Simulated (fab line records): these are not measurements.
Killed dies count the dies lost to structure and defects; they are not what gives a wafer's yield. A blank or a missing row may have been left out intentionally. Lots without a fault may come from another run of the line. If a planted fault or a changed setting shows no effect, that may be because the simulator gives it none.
Matching of chambers ; flow n5 finfet ; 3 sister chambers for N5_BEOL_M5_PECVD_70 on pecvd-01
The step deposits SiO2 from TEOS/O2, target thk 16 nm, time 18 s. 6 wafers are shown with their chamber, then 10 later ones without.

## WAFERS WITH THEIR CHAMBER
wafer;chamber;showerhead plenum p Torr (Torr);throttle valve pct (%)
L080.6;1;8.70;21.4
L082.2;2;8.70;21.8
L082.3;0;8.86;22.1
L082.5;0;8.86;22.2
L087.2;2;8.69;22.3
L087.3;1;8.70;21.5

## WAFERS WITHOUT THEIR CHAMBER
wafer;showerhead plenum p Torr (Torr);throttle valve pct (%)
L087.5;8.69;22.3
L088.2;8.70;21.4
L088.4;8.67;21.3
L088.6;8.65;22.0
L090.1;8.69;22.3
L090.2;8.67;21.6
L090.3;8.84;22.3
L096.2;8.69;22.4
L096.3;8.83;22.3
L096.6;8.68;22.3

## CHAMBER TAKEN BY EACH
wafer;from the rows above;in truth
L087.5;2;2
L088.2;1;1
L088.4;can't be placed: 2 or 1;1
L088.6;can't be placed: 2 or 1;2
L090.1;2;2
L090.2;can't be placed: 2 or 1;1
L090.3;0;0
L096.2;2;2
L096.3;0;0
L096.6;2;2
Correct placement for 7 of the 10. Can't be placed from these rows: 3 (the true chamber is among the candidates in 3). Number placed wrongly: 0.
How it was worked out, from the rows above alone: a wafer's distance from a chamber is the root of the sum, over the readings, of the square of ((its reading less the chamber's mean) divided by the reading's scatter). The wafer belongs to the nearest chamber; if the next one is less than 2 further off, it can't be placed. The mean given for a chamber averages the wafers shown for that chamber. The scatter: take each reading less its chamber's mean, square it, sum over the shown wafers, divide by the number of wafers less the number of chambers, and take the root.
